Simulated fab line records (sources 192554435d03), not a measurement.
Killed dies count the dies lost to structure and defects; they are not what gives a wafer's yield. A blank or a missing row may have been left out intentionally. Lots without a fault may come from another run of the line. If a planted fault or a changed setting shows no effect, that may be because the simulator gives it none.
Chamber matching ; flow n5Finfet ; N5_BEOL_M0_CO_CAP_123 on cvdCo-01: 3 sister chambers
The step material Co, precursor CCTBA/H2, target thk 2 nm, time 102.1 s. 6 wafers are shown with their chamber, then 6 later ones without.

WAFERS PAIRED WITH THEIR CHAMBERS
wafer;chamber;heaterPowerW (W);susceptorTempC (C)
L654.1;2;243;199.89
L656.2;1;249;199.71
L656.6;1;247;199.82
L659.2;2;250;199.97
L659.3;0;281;199.70
L659.6;0;277;199.85

WAFERS MISSING THEIR CHAMBER
wafer;heaterPowerW (W);susceptorTempC (C)
L661.1;242;200.24
L661.4;256;200.01
L661.6;246;200.31
L664.1;278;199.92
L664.4;250;199.99
L664.5;251;200.21

THE CHAMBER EACH PASSED THROUGH
wafer;from the rows above;in truth
L661.1;2;2
L661.4;can't be placed: 2 or 1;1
L661.6;2;2
L664.1;0;0
L664.4;can't be placed: 2 or 1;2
L664.5;can't be placed: 2 or 1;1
Correctly placed: 3 of 6. Unplaceable from these rows: 3, with the true chamber sitting among the candidates in 3. Number placed wrongly: 0.
How it was worked out, from the rows above alone: a wafer's distance from a chamber is the root of the sum, over the readings, of the square of ((its reading less the chamber's mean) divided by the reading's scatter). The wafer belongs to the nearest chamber; if the next one is less than 2 further off, it can't be placed. Each chamber's mean is taken over the wafers shown for it. The scatter: the root of (the sum of the squares of (reading less its chamber's mean) over the shown wafers, divided by (wafers less chambers)).
